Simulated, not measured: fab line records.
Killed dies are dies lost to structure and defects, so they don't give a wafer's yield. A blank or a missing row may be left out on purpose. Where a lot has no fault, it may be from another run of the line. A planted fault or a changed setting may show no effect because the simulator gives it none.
fab line records + flow n5_finfet
[record]
- lots = 4
- wafers = 12
- last_day = 19
route steps=1938 shown MOL_CONTACT_COAG@558 BEOL_M4@1111 PASSIVATION@1936
lots untouched by any fault: they come from a run of this same line in which no faults occurred
start_h: the number of hours between the record's first day and the start of the first shown wafer of the lot + wait_h: time in hours since the lot's previous step + " same as the row above + L1.1+2: several wafers, shown together as one row + - either no value or no given start + * or withheld: withheld + < > ~ a bound
route shown NAME@n: names a module that has steps shown in the file, with the first one's number in the route + usual: mean/standard deviation of fault-free wafers + same: alike in all rows + chamber/n: place in a boat + sites: readings site by site + _std_site: standard deviation of those values + _edge_site: the outer-site mean with the inner-site mean subtracted + radius_mm: for every site, how far away it sits from the centre of the wafer + mask NAME#n: copy n + behind: the tool/chamber that last shaped the wafer + hold: why the lot went on hold/how many hours it stayed there/how the hold came to an end + device: the transistor (n, p or np) that didn't switch + end of line: the tests these same wafers got at the end of their route + step lacking rows: just its recipe + killed: dies lost to structure and defects at the first sort, not the wafer's yield + map: dies across one wafer; x = killed, . = not, _ = none there
set.NAME: the run value of the setting; set.NAME@STEP: its run value at that earlier step + model.NAME: the simulator's own value behind a step, which no gauge read
certain route steps with their lots: each step a table, each wafer a row
services: the hour from which a tool's chamber was out of use, counted from the record's first day as start_h (under 0 if before that day), plus the number of hours and why
[[steps]]
[step N5_MOL_CONTACT_COAG_WET_ETCH_116]
[recipe]
- chemistry = SC1-inhibited
- target_depth_nm = 4.6
- dry = ipa_marangoni
- rinse_time_s = 30
- rinse_temp_c = 23
[step N5_MOL_CONTACT_COAG_ALD_27]
[recipe]
- material = SiOC
- target_thk_a = 170
- temp_c = 400
- ald_precursor_family = carbosiloxane
- ald_co_reactant = H2-plasma
- pulse_time_s = 1.5
- time_s = 2720
- purge_time_s = 2
- co_reactant_purge_time_s = 2
- ald_cycles = 340
- pressure_torr = 2
[step N5_MOL_CONTACT_COAG_CMP_28]
[recipe]
- stop_on = SiNx
- t_overpolish_s = 0.85
- post_cmp_clean = alkaline_brush
- down_force_psi = 4.15
- platen_rpm = 51.8
- pad_velocity_m_s = 1.0307
- target_thk_nm = 14.522
[step N5_MOL_CONTACT_COAG_ALD_123]
[recipe]
- material = SiNx
- target_thk_a = 50
- temp_c = 400
- ald_precursor_family = SiH2I2
- ald_co_reactant = N2/H2-plasma
- pulse_time_s = 1
- purge_time_s = 2
- co_reactant_purge_time_s = 2
- ald_cycles = 100
- pressure_torr = 2
[step N5_MOL_CONTACT_COAG_PECVD_31]
[recipe]
- material = SiO2
- target_thk_a = 460
- temp_c = 400
- precursor = TEOS/O2
- pressure_torr = 6.5
- rf_w = withheld
- teos_flow_sccm = withheld
- gas = O2
- flow_sccm = 2650
- time_s = 8.9
[step N5_MOL_CONTACT_COAG_COAT_75]
[recipe]
- resist = SOC
- temp_c = 250
- time_s = 60
- spin_rpm = 1500
- resist_thk_nm = 60
[step N5_MOL_CONTACT_COAG_COAT_76]
[recipe]
- resist = SiARC
- temp_c = 220
- time_s = 60
- spin_rpm = 1500
- resist_thk_nm = 10
[step N5_MOL_CONTACT_COAG_COAT_77]
[recipe]
- resist = underlayer
- temp_c = 205
- time_s = 60
- spin_rpm = 1500
- resist_thk_nm = 10
[step N5_MOL_CONTACT_COAG_COAT_78]
[recipe]
- resist = CAR-EUV
- spin_rpm = 1500
- resist_thk_nm = 40
[step N5_MOL_CONTACT_COAG_EBR_80]
[recipe]
- solvent = PGMEA
- ebr_width_mm = 1.5
[step N5_MOL_CONTACT_COAG_SOFTBAKE_79]
[recipe]
- temp_c = 110
- time_s = 60
- resist = CAR-EUV
[step N5_MOL_CONTACT_COAG_EXPOSE_81]
[recipe]
- mask_id = VG
- na = 0.33
- source_shape = annular
- sigma_inner = 0.3
- sigma_outer = 0.7
- polarization = unpolarized
- defocus_nm = 0
- dose_mj = 59.5
[usual]
- exposure_dose_mJ_cm2 = 59.48/0.065
| lot.wafer | tool           | chamber | start_h | wait_h | mask | exposure_dose_mJ_cm2 |
|-----------|----------------|---------|---------|--------|------|----------------------|
| L470.2    | euv_scanner-01 | 0       | 147.67  | -      | VG#0 | 59.42                |
| L470.3    | "              | 0       | "       | "      | VG#0 | 59.51                |
| L470.5    | "              | 0       | "       | "      | VG#0 | 59.49                |
| L482.1    | euv_scanner-01 | 0       | 223.61  | -      | VG#0 | 52.25                |
| L482.2    | "              | 0       | "       | "      | VG#0 | 52.34                |
| L482.6    | "              | 0       | "       | "      | VG#0 | 52.26                |
| L483.2    | euv_scanner-01 | 0       | 223.68  | -      | VG#0 | 52.19                |
| L483.5    | "              | 0       | "       | "      | VG#0 | 52.26                |
| L483.6    | "              | 0       | "       | "      | VG#0 | 52.23                |
| L485.2    | euv_scanner-02 | 0       | 239.53  | -      | VG#0 | 59.44                |
| L485.4    | "              | 0       | "       | "      | VG#0 | 59.43                |
| L485.5    | "              | 0       | "       | "      | VG#0 | 59.45                |
[step N5_MOL_CONTACT_COAG_PEB_82]
[recipe]
- peb_temp_c = 100
- peb_time_s = 60
- resist = CAR-EUV
[step N5_MOL_CONTACT_COAG_DEVELOP_83]
[recipe]
- develop_time_s = 30
- developer = TMAH
- resist = CAR-EUV
- rinse_liquid = surfactant_rinse
- dry = air_spin
- dev_temp_c = 23
[step N5_MOL_CONTACT_COAG_CD_MEAS_84]
[recipe]
- target_cd_nm = 25.1
- landing_energy_ev = 500
- detector = se_inlens
- polarity = opening
[usual]
- cd_nm = 25.17/0.21
| lot.wafer | tool      | chamber | start_h | wait_h | cd_nm |
|-----------|-----------|---------|---------|--------|-------|
| L470.2    | cd_sem-01 | 0       | 147.81  | -      | 25.14 |
| L470.3    | "         | 0       | "       | "      | 24.99 |
| L470.5    | "         | 0       | "       | "      | 25.12 |
| L482.1    | cd_sem-01 | 0       | 223.76  | -      | 22.70 |
| L482.2    | "         | 0       | "       | "      | 22.86 |
| L482.6    | "         | 0       | "       | "      | 22.59 |
| L483.2    | cd_sem-02 | 0       | 223.82  | -      | 22.54 |
| L483.5    | "         | 0       | "       | "      | 22.38 |
| L483.6    | "         | 0       | "       | "      | 22.64 |
| L485.2    | cd_sem-01 | 0       | 239.67  | -      | 25.20 |
| L485.4    | "         | 0       | "       | "      | 24.98 |
| L485.5    | "         | 0       | "       | "      | 25.14 |
[step N5_MOL_CONTACT_COAG_DESCUM_88]
[recipe]
- chemistry = O2
- time_s = 7
- source_power_w = 50
- bias_power_w = 20
- pressure_mtorr = 20
- rf_frequency_hz = 2.712e+07
- temp_c = 40
- resist = CAR-EUV
- o2_flow_sccm = 225
[step N5_MOL_CONTACT_COAG_ETCH_89]
[recipe]
- chemistry = N2/H2
- target = underlayer
- target_depth_a = 130
- mask_material = CAR-EUV
- time_s = 10.4
- ion_energy_ev = 200
- pressure_mtorr = 30
- source_w = 840
- bias_w = 150
- n2_flow_sccm = 200
- h2_flow_sccm = 200
- ends = cleared
[step N5_MOL_CONTACT_COAG_ETCH_90]
[recipe]
- chemistry = CF4
- target = SiARC
- target_depth_a = 130
- mask_material = CAR-EUV
- time_s = 21.7
- ion_energy_ev = 80
- pressure_mtorr = 40
- source_w = 545
- bias_w = 36
- Ar_flow_sccm = 100
- cf4_flow_sccm = 100
- ends = cleared
[step N5_MOL_CONTACT_COAG_ALD_131]
[recipe]
- material = SiO2
- target_thk_a = 50
- temp_c = 100
- ald_precursor_family = BDEAS
- ald_co_reactant = O2-plasma
- pulse_time_s = 1
- co_reactant_pulse_time_s = 1
- purge_time_s = 2
- co_reactant_purge_time_s = 2
- ald_cycles = 35
- pressure_torr = 2
[step N5_MOL_CONTACT_COAG_ETCHBACK_132]
[recipe]
- chemistry = CHF3
- target = SiO2
- target_depth_a = 100
- time_s = 6.7
- ion_energy_ev = 200
- pressure_mtorr = 30
- source_w = 610
- bias_w = 170
- Ar_flow_sccm = 200
- CHF3_flow_sccm = 50
[step N5_MOL_CONTACT_COAG_ETCH_91]
[recipe]
- chemistry = N2/H2
- target = SOC
- target_depth_a = 600
- overetch_a = 210
- mask_material = SiARC
- temp_c = 40
- time_s = 101.2
- ion_energy_ev = 200
- pressure_mtorr = 30
- source_w = 840
- bias_w = 150
- n2_flow_sccm = 200
- h2_flow_sccm = 200
[step N5_MOL_CONTACT_COAG_STRIP_92]
[recipe]
- chemistry = N2/H2
- temp_c = 40
- n2_flow_sccm = 200
- h2_flow_sccm = 200
- rf_frequency_hz = 6e+07
[step N5_MOL_CONTACT_COAG_STRIP_93]
[recipe]
- chemistry = N2/H2
- temp_c = 40
- n2_flow_sccm = 200
- h2_flow_sccm = 200
- rf_frequency_hz = 6e+07
[step N5_MOL_CONTACT_COAG_ETCHBACK_135]
[recipe]
- chemistry = CHF3
- target = SiO2
- target_depth_a = 250
- time_s = 16.7
- ion_energy_ev = 200
- pressure_mtorr = 30
- source_w = 610
- bias_w = 170
- Ar_flow_sccm = 200
- CHF3_flow_sccm = 50
[step N5_MOL_CONTACT_COAG_STRIP_118]
[recipe]
- chemistry = CHF3
- resist = SiARC
- rf_frequency_hz = 6e+07
[step N5_MOL_CONTACT_COAG_VIA_ETCH_46]
[recipe]
- chemistry = C4F6/O2
- target_depth_a = 460
- overetch_a = 92
- mask_material = SOC
- target = SiO2
- bias_w = 455
- pressure_mtorr = 10
- time_s = 40
- source_w = 325
- Ar_flow_sccm = 300
- C4F6_flow_sccm = 10
- O2_flow_sccm = 10
- ion_energy_ev = 575.3
- ends = end_point
[step N5_MOL_CONTACT_COAG_STRIP_96]
[recipe]
- chemistry = N2/H2
- power_w = 500
- temp_c = 40
- pressure_mtorr = 50
- rf_frequency_hz = 6e+07
- overash_fraction = 0.3
- bias_power_w = 28
- h2_frac = 0.5
- n2_flow_sccm = 300
- h2_flow_sccm = 300
[step N5_MOL_CONTACT_COAG_ETCH_47]
[recipe]
- chemistry = CH3F/O2
- target = SiNx
- target_depth_a = 270
- mask_material = SiO2
- stop_on = W
- over_etch_frac = 0.2
- ion_energy_ev = 120
- endpoint = OES-CN
- pressure_mtorr = 30
- source_w = 395
- bias_w = 73
- Ar_flow_sccm = 150
- CH3F_flow_sccm = 30
- O2_flow_sccm = 20
- ends = end_point
[step N5_MOL_CONTACT_COAG_STRIP_119]
[recipe]
- chemistry = N2/H2
- time_s = 30
- power_w = 1000
- temp_c = 250
- pressure_mtorr = withheld
- n2_flow_sccm = 1750
- h2_flow_sccm = 3250
[step N5_MOL_CONTACT_COAG_PRECLEAN_144]
[recipe]
- chemistry = alkaline_clean
- temp_c = 60
- time_s = 60
- do_ppb = 50
[step N5_MOL_CONTACT_COAG_SRD_145]
[recipe]
- dry = ipa_marangoni
- time_s = 30
- temp_c = 23
- rinse_liquid = diw
[step N5_MOL_CONTACT_COAG_CD_MEAS_137]
[recipe]
- target_cd_nm = 16
[usual]
- cd_nm = 16.0/0.4
| lot.wafer | tool      | chamber | start_h | wait_h | cd_nm |
|-----------|-----------|---------|---------|--------|-------|
| L470.2    | cd_sem-02 | -       | 148.73  | 0.0    | 15.7  |
| L470.3    | "         | -       | "       | "      | 15.6  |
| L470.5    | "         | -       | "       | "      | 15.8  |
| L482.1    | cd_sem-01 | -       | 224.69  | 0.0    | 13.4  |
| L482.2    | "         | -       | "       | "      | 12.4  |
| L482.6    | "         | -       | "       | "      | 13.4  |
| L483.2    | cd_sem-02 | -       | 224.84  | 0.0    | 13.2  |
| L483.5    | "         | -       | "       | "      | 13.3  |
| L483.6    | "         | -       | "       | "      | 13.0  |
| L485.2    | cd_sem-01 | -       | 240.67  | 0.0    | 15.9  |
| L485.4    | "         | -       | "       | "      | 16.6  |
| L485.5    | "         | -       | "       | "      | 15.5  |
[step N5_MOL_CONTACT_COAG_COAT_62]
[recipe]
- resist = SOC
- temp_c = 250
- time_s = 60
- spin_rpm = 1500
- resist_thk_nm = 60
[step N5_BEOL_M4_RC_MEAS_101]
[usual]
- DIBL_N = 36.1/1.6
- DIBL_P = 35.8/2
- IOFF_N = 0.157/0.029
- IOFF_P = 0.21/0.034
- ION_N = 677/13
- ION_P = 465/8.1
- SS_N = 71.3/0.61
- SS_P = 73.2/0.65
- VT_N = 249/3.3
- VT_P = -250/3.2
| lot.wafer | tool      | chamber | start_h | wait_h | DIBL_N[mV/V] | DIBL_P[mV/V] | IOFF_N[nA/um] | IOFF_P[nA/um] | ION_N[uA/um] | ION_P[uA/um] | SS_N[mV/dec] | SS_P[mV/dec] | VT_N[mV] | VT_P[mV] |
|-----------|-----------|---------|---------|--------|--------------|--------------|---------------|---------------|--------------|--------------|--------------|--------------|----------|----------|
| L470.2    | prober-01 | 0       | 245.02  | 0.2    | 35.6         | 34.8         | 0.155         | 0.23          | 674          | 462          | 71.0         | 72.5         | 248      | -247     |
| L470.3    | "         | 0       | "       | "      | 35.3         | 34.7         | 0.144         | 0.24          | 660          | 462          | 71.1         | 72.7         | 252      | -246     |
| L470.5    | "         | 0       | "       | "      | 32.6         | 31.8         | 0.116         | 0.19          | 661          | 464          | 69.8         | 72.5         | 251      | -246     |
| L485.2    | prober-02 | 0       | 343.03  | 0.2    | 35.9         | 36.7         | 0.147         | 0.21          | 685          | 471          | 71.3         | 73.1         | 250      | -250     |
| L485.4    | "         | 0       | "       | "      | 38.2         | 38.1         | 0.184         | 0.24          | 670          | 463          | 72.7         | 73.7         | 249      | -249     |
| L485.5    | "         | 0       | "       | "      | 37.3         | 37.2         | 0.166         | 0.23          | 687          | 472          | 71.2         | 74.0         | 250      | -248     |
[step N5_PASSIVATION_PROBE_49]
[usual]
- killed_at_M0_to_M3 = 33/11
- killed_at_M4_up = 14/5
- killed_at_contacts = 11/7.3
- killed_at_front_end = 43/12
- killed_at_other = 4/3.1
- killed_dies = 106/17
- killed_on_rim = 14/3.8
- killed_open = 69/13
- killed_short = 34/8.7
[same]
- gross_dies = 1180
- killed_at_back_side = 0
| lot.wafer | tool      | chamber | start_h | wait_h | killed_at_M0_to_M3 | killed_at_M4_up | killed_at_contacts | killed_at_front_end | killed_at_other | killed_dies | killed_on_rim | killed_open | killed_short |
|-----------|-----------|---------|---------|--------|--------------------|-----------------|--------------------|---------------------|-----------------|-------------|---------------|-------------|--------------|
| L470.2    | prober-01 | -       | 357.81  | 0.1    | 46                 | 8               | 5                  | 44                  | 8               | 111         | 15            | 72          | 39           |
| L470.3    | prober-01 | -       | 357.86  | 0.1    | 39                 | 19              | 3                  | 34                  | 9               | 104         | 15            | 60          | 38           |
| L470.5    | prober-01 | -       | 357.96  | 0.2    | 38                 | 13              | 6                  | 50                  | 6               | 113         | 13            | 55          | 53           |
| L483.2    | prober-02 | -       | 430.34  | 0.1    | 46                 | 26              | 998                | 42                  | 5               | 1117        | 145           | 79          | 45           |
| L483.5    | prober-02 | -       | 430.49  | 0.2    | 31                 | 19              | 1029               | 39                  | 5               | 1123        | 151           | 64          | 37           |
| L483.6    | prober-02 | -       | 430.54  | 0.3    | 35                 | 10              | 1036               | 44                  | 1               | 1126        | 148           | 60          | 34           |
| L482.1    | prober-01 | -       | 438.18  | 0.0    | 29                 | 11              | 1051               | 34                  | 4               | 1129        | 145           | 50          | 32           |
| L482.2    | prober-01 | -       | 438.23  | 0.1    | 32                 | 17              | 1041               | 26                  | 3               | 1119        | 147           | 59          | 14           |
| L482.6    | prober-01 | -       | 438.43  | 0.3    | 45                 | 29              | 996                | 46                  | 3               | 1119        | 147           | 88          | 35           |
// killed by level:class
L470.2 FIN_SAQP:geometric_particle:open=13 BEOL_M0_SAQP:geometric_particle:short=11 BEOL_M0:geometric_particle:open=11 FIN_SAQP:geometric_particle:short=10 BEOL_M2:geometric_particle:open=9 BEOL_M0_SAQP:geometric_particle:open=7 BEOL_M5:geometric_particle:open=5 PAD_METAL:geometric_particle:open=5
L470.3 BEOL_M0_SAQP:geometric_particle:short=9 FIN_SAQP:geometric_particle:short=8 BEOL_M0_SAQP:geometric_particle:open=8 BEOL_M4:geometric_particle:open=8 BEOL_M1:geometric_particle:open=7 STI_FIN_REVEAL:geometric_particle:open=6 HKMG_FIN:area_etch=5 BEOL_M1:geometric_particle:short=4
L470.5 BEOL_M0_SAQP:geometric_particle:short=15 FIN_SAQP:geometric_particle:open=8 BEOL_M1:geometric_particle:open=8 FIN_SAQP:geometric_particle:short=7 BEOL_M4:geometric_particle:open=7 ILD0:geometric_particle:short=6 HKMG_FIN:area_etch=5 DUMMY_GATE:geometric_particle:open=4
L483.2 MOL_CONTACT_COAG:area_expose=993 BEOL_M4:geometric_particle:open=17 BEOL_M2:geometric_particle:open=12 FIN_SAQP:geometric_particle:short=10 BEOL_M0_SAQP:geometric_particle:open=9 FIN_SAQP:geometric_particle:open=8 STI_FIN_REVEAL:geometric_particle:open=6 BEOL_M4:geometric_particle:short=6
L483.5 MOL_CONTACT_COAG:area_expose=1020 FIN_SAQP:geometric_particle:short=8 MOL_CONTACT_COAG:geometric_particle:open=8 BEOL_M0_SAQP:geometric_particle:short=8 BEOL_M0_SAQP:geometric_particle:open=7 FIN_SAQP:geometric_particle:open=5 GATE_CUT:geometric_particle:short=5 GATE_CUT:geometric_particle:open=5
L483.6 MOL_CONTACT_COAG:area_expose=1032 FIN_SAQP:geometric_particle:short=17 BEOL_M0_SAQP:geometric_particle:open=9 FIN_SAQP:geometric_particle:open=7 BEOL_M2:geometric_particle:open=7 STI_FIN_REVEAL:geometric_particle:open=6 DUMMY_GATE:geometric_particle:open=6 BEOL_M5:geometric_particle:open=5
L482.1 MOL_CONTACT_COAG:area_expose=1040 MOL_CONTACT_COAG:geometric_particle:open=9 FIN_SAQP:geometric_particle:short=8 BEOL_M1:geometric_particle:open=7 BEOL_M2:geometric_particle:open=7 FIN_SAQP:geometric_particle:open=6 HKMG_FIN:area_etch=6 BEOL_M4:geometric_particle:open=4
L482.2 MOL_CONTACT_COAG:area_expose=1036 BEOL_M2:geometric_particle:open=9 HKMG_FIN:area_etch=9 BEOL_M0_SAQP:geometric_particle:open=7 BEOL_M3:geometric_particle:open=6 BEOL_M7:geometric_particle:open=5 FIN_SAQP:geometric_particle:open=4 MOL_CONTACT_COAG:geometric_particle:open=4
L482.6 MOL_CONTACT_COAG:area_expose=982 BEOL_M4:geometric_particle:open=14 HKMG_FIN:area_etch=12 MOL_CONTACT_COAG:geometric_particle:open=11 BEOL_M2:geometric_particle:open=10 BEOL_M1:geometric_particle:open=8 BEOL_M0_SAQP:geometric_particle:open=7 DUMMY_GATE:geometric_particle:open=6
// map L482.1 (x killed, . not)
_________________xxxx..x.xxxx________________
______________xxxxxxxxxxxxxxx.xx_____________
___________xxxxxxxxxxxxxx.xxxxxxxxx__________
__________xxxxxxxxxxx.xxxxxxxxxxxxx._________
________xxxxxxxx.xxxxxxxxxxxxxxxxxxxxx_______
_______xxxxxxxxx.xxxxxxxxxxxxx.xxxxxxxx______
______xxxxxxxxxxxxxxxxxxxxxx.xxxxxxxxxxx_____
_____xxxxxxxxxxxxxxxxxxxxxxxxxxxxxxxxxxxx____
____xxxxxxxxxxxxxxxxxxxxxxxxxxxxxxxxxxxxxx___
___xxxxxxxxxxxxxxxxxx..xxxxxxxxxxxxxxxxxxxx__
___xxxxxxxx.xxxxxxxxxxxxxxxxxxxxxxxxxxxxxxx__
__xxxxxxxxxxxxxxxxxxxxx.xxxxxxxxxxxxxxxxxxxx_
__xxxxxxxxxxxxxxxxxxxxxxxxxxxxxxxxxxxxxxxxxx_
_xxx.xxxxxxxxx.xxxxxx.xxxxxxxxxxxxxxxxxxxxxx.
_xxxxxxxxxxxxxxxxxx.xxxxxxxxxxxxxxxxxxxxxxxxx
_x.xxxxxx.xxxxx..xxxxxxxxxxxxxxxxxxxxx.xxxxxx
_xxxxxxxxxxxxxxxxxxxxxxxxxxx.xxxxxx.xxxxxxxxx
_xxxxxxxxxxx.xxxxxxxxxxxxxxxxxxxxxxxxx.xxxxxx
_xxxxxxxxxxxxx.xxxxx.xxxxxx.xxxxxxxxxxxx.xxxx
_xxxxxxxxxxxxxxxxxxxxxxxxxxxxxxxxxxxxxxxxxxxx
_xxxxxxxxxxxxxxxxxxxxxxxxxxxxxxxxxxxxxxxxxxxx
__xxxxxxxxxxxxxxxxxxxxxxxxxxxxxxxxxxxxxxxxxx_
__xxxxxx.xxxxxxxxxxxxxxxx.xxxxxxxxxxxxxxxxxx_
___xxxxxxxxxxxxxxxxxxxxxxxxxxxxxxxxxxxxxxxx__
___xxxxxxx.xxxxxx.xxx.xxxxxxxxxxxxxxxxxxxxx__
____xxxxxxxxxxxxxxxxxxxxxxxxxxxxxxx.x.xxxx___
_____xxxxxxxxxxxxxxxxxxxxxxxxxxxxxxxxxxxx____
______xxxxxxxxxxxxxxxxxxxxxx.xxxxxxxxxxx_____
_______xxxxxx.xxxxxxxx.xxxxxxxxxxxxxxxx______
________xxxxxxxxxxxxxxxxxxxx..xxxxxxxx_______
__________xxxxxxxx.xxxxxxx.xx.xxxxxx_________
___________xxxxxxxxxxxxx.xxxx.xxxxx__________
______________xxxxxxxxxxxxxxxx.x_____________
_________________xxxxxxxxxxxx________________
// map L483.6 (x killed, . not)
_________________xx.xxx.xxxxx________________
______________xxxxxxxxxxx.xxxxxx_____________
___________xxxxxxxxxxxxxxxxxxxxxxxx__________
__________xxxxxxxx.xxxxxxxxxxxxxxxxx_________
________xxxxxxxxxxxx.x.xxxxxxxxxxxxxxx_______
_______xxxxxxxxxxxxxxxxxxxxxxxxxxxxxxxx______
______xxxxxxxxxxxxxxxxxxxxxxxxxxxxxxxxxx_____
_____xxxxxxx.xxxxxxxxxxxxxxxxx.xxxxxxxxxx____
____xxxxxxxxxxxxx.xxxxxxxxxxxxxxxxxxxxxxxx___
___xxxxxxxxxxxxxxxxxxxxxxxxxx.xxxxxxxxxxxxx__
___xxxxxxxxxxxxxxxxxxxxxxxxxxxxxxxxxxxxxxxx__
__xxxxxxxxxx.xxxxxxxxx.xxxxxxxxxxxxxxxxx.xxx_
__xxxxxxxxxx.xxxxxxxxxxxxxxxxxxxxxxxxxxxxxxx_
_xxxxxxxxxxxxxxxxxxxxxxxxxxxxxxxx.xxxxxxxxxxx
_xxxxxxxxxxxxxxxx.xxxxxxxxxxxxxxxxxxxxxx.xxxx
_xxxxxxxxxxxxxxxxxxx.xxxxxxxxxxxxxxx.xxxxxxxx
_xxxxxxxxxxxxxxxxxxxxxxxxxx.xxxxxxxxxxxxxxxxx
_xxxxxxxxxxxxxxxxx.x.xx.xxxxxxxxxxxxxx.x.xxxx
_xxxxxxxxxxxxxxxxxxxxxxx.xx.xxxxxxx.x.xxxxxxx
_xxxxxx.xxxxxxxxxxxxxxxxxxxx..x.xxxxxxxxxxxxx
_xxxxxxxxxxxxx.xxxxxxxxxxxxxxxxxxxxxxxxxxxxxx
__xxxxxxxxxxxxxxxxxxxxxxxxx.xxxxxxxxxxxxxxxx_
__xxxxxxxxxxxx.xxxxxxxxxxxxxxxxxxxx.xxxxxxxx_
___xxxxxxxxxxxxxxxxx.xxxxxxxxxxxxxxxxxxx.xx__
___xxxxxxxxxxxxxxxx.xxxxxxxxxxxxxxxxxxxxxxx__
____xxxxxxx..xxxxxxxxxxxxxxxxxxxxxxxxxxxxx___
_____xxxxxxxxxxxx.xx.xxxxxxxxxxxxxxxxxxxx____
______xx.xxxxxxx.xxxxxxxxxxxxxxxxxxxxxxx_____
_______xxxxxxxxxxx.xxxxx.xxxxxxxxxxxxx.______
________xxxxxxxxxxxxxxxxxxx.xxxxxxxxxx_______
__________xxxxxx.xxxxxx.xxxxxxxxxxxx_________
___________xxxxxxxxxxxxxxxx.xxxxxxx__________
______________xxxxxxxxxxxxxxxxxx_____________
_________________xxxx.xxxxxxx________________
[[services]]
| tool           | chamber | start_h | hours | kind        |
|----------------|---------|---------|-------|-------------|
| euv_scanner-01 | -       | 127.74  | 4.6   | pm          |
| euv_scanner-01 | -       | 138.73  | 1.0   | pm          |
| euv_scanner-02 | -       | 160.63  | 1.0   | pm          |
| euv_scanner-01 | 0       | 194.67  | -     | calibration |
| euv_scanner-01 | -       | 194.88  | 1.0   | pm          |
| euv_scanner-02 | -       | 200.16  | 3.8   | repair      |
| euv_scanner-01 | -       | 204.83  | 5.8   | pm          |
| euv_scanner-02 | -       | 213.85  | 12.0  | pm          |
| euv_scanner-02 | -       | 225.85  | 4.6   | pm          |
| euv_scanner-02 | -       | 232.63  | 0.3   | repair      |
[[key]]
[first_sign]
- step = N5_MOL_CONTACT_COAG_EXPOSE_81
- reading = exposure_dose_mJ_cm2
- direction = down
- sigmas = 99+
- usual = 59.48
- struck = 52.25
[effect]
- step = N5_MOL_CONTACT_COAG_CD_MEAS_84
- reading = cd_nm
- direction = down
- sigmas = 12
- usual = 25.17
- struck = 22.62
[effect]
- step = N5_MOL_CONTACT_COAG_CD_MEAS_137
- reading = cd_nm
- direction = down
- sigmas = 7.2
- usual = 16.0
- struck = 13.1
[effect]
- step = N5_PASSIVATION_PROBE_49
- reading = killed_at_contacts
- direction = up
- sigmas = 99+
- usual = 11
- struck = 1025
[more_kills_born_at]
- N5_MOL_CONTACT_COAG_EXPOSE_81@euv_scanner-01 = 6103
met_at N5_MOL_CONTACT_COAG_EXPOSE_81
struck_wafers L482.1,L482.2,L482.6,L483.2,L483.5,L483.6
later_rows_left_out L482.1,L482.2,L482.6,L483.2,L483.5,L483.6
tester_left_out L482,L483
onset_between 147.67 223.61
[fault]
- kind = process_parameter_drift
- tool = euv_scanner-01
- chamber = -
- onset_h = 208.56
- steps = N5_MOL_CONTACT_COAG_EXPOSE_81
- channel = dose_mj
- offset = -7.1911
- shape = step
- acts_in = these_recipes_only
- stated = 59.5
// tester_left_out: of these lots the tester's yield and bins aren't shown, on N5 and GAA mostly nor the transistor test; their killed dies are dies lost to structure and defects alone, not to doping, threshold or leakage, so they don't give the yield
// later_rows_left_out: the simulator's readings of these wafers behind a module that went badly wrong aren't trusted and aren't shown, but for the sort
